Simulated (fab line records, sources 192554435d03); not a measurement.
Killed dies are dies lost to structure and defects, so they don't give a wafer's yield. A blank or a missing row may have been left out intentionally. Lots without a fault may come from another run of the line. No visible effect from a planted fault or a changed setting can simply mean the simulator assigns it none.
A lot that was struck, set against a sound lot / flow n5 finfet / 15 out of 1938 route steps
Sound: wafers L167.1, L167.5, L167.6. Struck: wafer L188.1; the same lot's L188.4 was not struck, so it is left out; see the end for the cause.
At each step with rows: each side's tool, then ch and its chambers, then its first start. Under that, the readings that differ: sound wafers / struck wafers / difference of the means / sigmas: that difference in standard deviations of wafers without a fault.
alike: readings with means less than 2 such deviations apart, plus words and numbers identical on both sides. not compared: withheld readings, readings lacking a value on some wafer, bounds such as >300 that could conceal the same value, and numbers that have no deviation in the record and whose values overlap.
The two part at a step that has a row with sigmas, a row that says differs or no value, or rows on one side only. When numbers do not overlap yet have no deviation, they are printed without sigmas and do not part them. Lack of a reading on every wafer of one side parts them only where that side has two or more wafers.

first, 2 steps without rows for these wafers: N5_BEOL_M0_TRENCH_ETCH_107 (etches SiOC in C4F6/O2, target depth 32.8 nm, time 16.4 s); N5_BEOL_M0_STRIP_142 (strips in N2/H2, time 10 s).
N5_BEOL_M0_OCD_MEAS_108:
  sound on ocd-01 at day 5 19:31; struck on ocd-02 at day 11 06:38
  alike: trench depth nm
then, 5 steps without rows for these wafers: N5_BEOL_M0_HM_STRIP_129 (strips TiN in peroxide tin strip, target depth 17 nm, time 108 s); N5_BEOL_M0_SRD_130 (time 30 s); N5_BEOL_M0_ETCH_109 (etches SiCN in CH3F/O2, target depth 8 nm, overetch 2.4 nm, time 27.4 s); N5_BEOL_M0_STRIP_139 (strips in post etch residue remover, time 60 s); N5_BEOL_M0_SRD_111 (time 30 s).
N5_BEOL_M0_DEGAS_112: time 60 s.
  sound on pvd sputter-03 at day 5 20:21; struck on pvd sputter-03 at day 11 07:37
  alike: heater power w
N5_BEOL_M0_PRE_CLEAN_113: time 30 s.
  sound on pvd sputter-03 at day 5 20:23; struck on pvd sputter-03 at day 11 07:40
  alike: heater power w
N5_BEOL_M0_ALD_136: deposits TaN, pulse time 2 s, purge time 3 s, co reactant purge time 2 s.
  sound on ald metal-03 ch 0,1, day 5 20:27; struck on ald metal-03 ch 3, day 11 07:48
  alike: heater power w
N5_BEOL_M0_SURFACE_TREAT_137:
  sound on pvd sputter-02 at day 5 20:46; struck on pvd sputter-02 at day 11 09:26
  not compared: throttle valve pct
N5_BEOL_M0_CVD_115: deposits Co from CCTBA/H2, time 120 s.
  sound on cvd co-02 ch 0,2, day 5 20:50; struck on cvd co-02 ch 1, day 11 09:43
reading=run length s (s); sound=144.0 143.4 143.4; struck=104.8; difference=-38.8; sigmas=-86
N5_BEOL_M0_SPUTTER_116: material Cu, target thk 4 nm, time 7.37 s.
  sound on pvd sputter-02 at day 5 21:01; struck on pvd sputter-02 at day 11 11:19
  alike: throttle valve pct
-- here the record skips 2 days between the struck wafers' starts before and after, leaving off in module BEOL_M0 and picking up in module BEOL_M4 (first step shown: number 1111 of the route) --
N5_BEOL_M4_RC_MEAS_101:
  sound on prober-02 ch 0, day 8 03:52; struck on prober-02 ch 0, day 13 12:22
  alike: DIBL_N, DIBL_P, IOFF_N, IOFF_P, ION_N, ION_P, SS_N, SS_P, VT_N, VT_P

## WHERE THEY PART
Only at N5_BEOL_M0_CVD_115, as far as this record shows. Later steps at which nothing parts them and some readings are alike: N5_BEOL_M0_SPUTTER_116, N5_BEOL_M4_RC_MEAS_101.

WHY: the cause the simulator had injected
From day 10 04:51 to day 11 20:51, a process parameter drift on cvd co-02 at N5_BEOL_M0_CVD_115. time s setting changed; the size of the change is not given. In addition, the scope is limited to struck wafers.
